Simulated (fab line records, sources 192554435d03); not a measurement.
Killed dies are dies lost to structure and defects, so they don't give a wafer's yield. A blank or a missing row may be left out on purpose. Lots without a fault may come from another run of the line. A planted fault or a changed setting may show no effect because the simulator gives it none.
Chamber matching | flow n5_finfet | N5_BEOL_M13_VIA_ETCH_16 on rie_diel-05: 4 sister chambers
The step etches SiOC in C4F8/O2/Ar, target depth 921.7 nm. 8 wafers are shown with their chamber, then 10 later ones without.

WAFERS WITH THEIR CHAMBER
wafer  | chamber | showerhead_plenum_p_Torr (Torr) | throttle_valve_pct (%)
L079.6 | 3       | 3.54                            | 24.69
L080.3 | 1       | 3.49                            | 23.76
L084.3 | 2       | 3.27                            | 24.02
L084.6 | 1       | 3.49                            | 23.76
L086.1 | 2       | 3.26                            | 24.03
L086.6 | 0       | 3.24                            | 24.04
L088.1 | 0       | 3.24                            | 24.06
L088.4 | 3       | 3.53                            | 24.71

WAFERS WITHOUT THEIR CHAMBER
wafer  | showerhead_plenum_p_Torr (Torr) | throttle_valve_pct (%)
L088.5 | 3.24                            | 24.05
L091.2 | 3.23                            | 24.05
L091.3 | 3.53                            | 24.70
L091.5 | 3.53                            | 24.71
L090.3 | 3.23                            | 24.06
L090.4 | 3.23                            | 24.04
L090.6 | 3.26                            | 24.03
L094.2 | 3.23                            | 24.05
L094.3 | 3.26                            | 24.03
L094.6 | 3.48                            | 23.78

WHICH CHAMBER EACH WENT THROUGH
wafer  | from the rows above | in truth
L088.5 | 0                   | 0
L091.2 | 0                   | 0
L091.3 | 3                   | 3
L091.5 | 3                   | 3
L090.3 | 0                   | 0
L090.4 | 0                   | 0
L090.6 | 2                   | 2
L094.2 | 0                   | 0
L094.3 | 2                   | 2
L094.6 | 1                   | 1
Placed correctly: 10 of 10. Can't be placed from these rows: 0. Placed wrongly: 0.
How it was worked out, from the rows above alone: a wafer's distance from a chamber is the root of the sum, over the readings, of the square of ((its reading less the chamber's mean) divided by the reading's scatter). The wafer belongs to the nearest chamber; if the next one is less than 2 further off, it can't be placed. A chamber's mean is the mean of its shown wafers. The scatter: the root of (the sum of the squares of (reading less its chamber's mean) over the shown wafers, divided by (wafers less chambers)).
